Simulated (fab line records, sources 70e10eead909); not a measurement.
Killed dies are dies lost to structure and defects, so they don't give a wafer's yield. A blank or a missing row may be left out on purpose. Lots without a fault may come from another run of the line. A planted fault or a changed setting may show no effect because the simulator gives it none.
Chamber matching | flow nand_harc | NHARC_A_STAIRCASE_DESCUM_291 on rie_diel-11: 3 sister chambers
The step chemistry O2, time 3 s. 6 wafers are shown with their chamber, then 6 later ones without.

WAFERS WITH THEIR CHAMBER
wafer  | chamber | drypump_motor_current_A (A) | showerhead_plenum_p_Torr (Torr)
L078.2 | 0       | 6.5                         | 1.95
L083.1 | 2       | 5.4                         | 1.97
L083.5 | 3       | 5.4                         | 1.77
L080.3 | 0       | 6.5                         | 1.94
L080.5 | 2       | 5.4                         | 1.97
L080.6 | 3       | 5.5                         | 1.76

WAFERS WITHOUT THEIR CHAMBER
wafer  | drypump_motor_current_A (A) | showerhead_plenum_p_Torr (Torr)
L085.3 | 5.4                         | 1.97
L085.6 | 5.4                         | 1.97
L084.2 | 5.4                         | 1.76
L084.3 | 5.4                         | 1.97
L088.1 | 5.4                         | 1.96
L088.4 | 5.4                         | 1.76

WHICH CHAMBER EACH WENT THROUGH
wafer  | from the rows above | in truth
L085.3 | 2                   | 2
L085.6 | 2                   | 2
L084.2 | 3                   | 3
L084.3 | 2                   | 2
L088.1 | 2                   | 2
L088.4 | 3                   | 3
Placed correctly: 6 of 6. Can't be placed from these rows: 0. Placed wrongly: 0.
How it was worked out, from the rows above alone: a wafer's distance from a chamber is the root of the sum, over the readings, of the square of ((its reading less the chamber's mean) divided by the reading's scatter). The wafer belongs to the nearest chamber; if the next one is less than 2 further off, it can't be placed. A chamber's mean is the mean of its shown wafers. The scatter: the root of (the sum of the squares of (reading less its chamber's mean) over the shown wafers, divided by (wafers less chambers)).
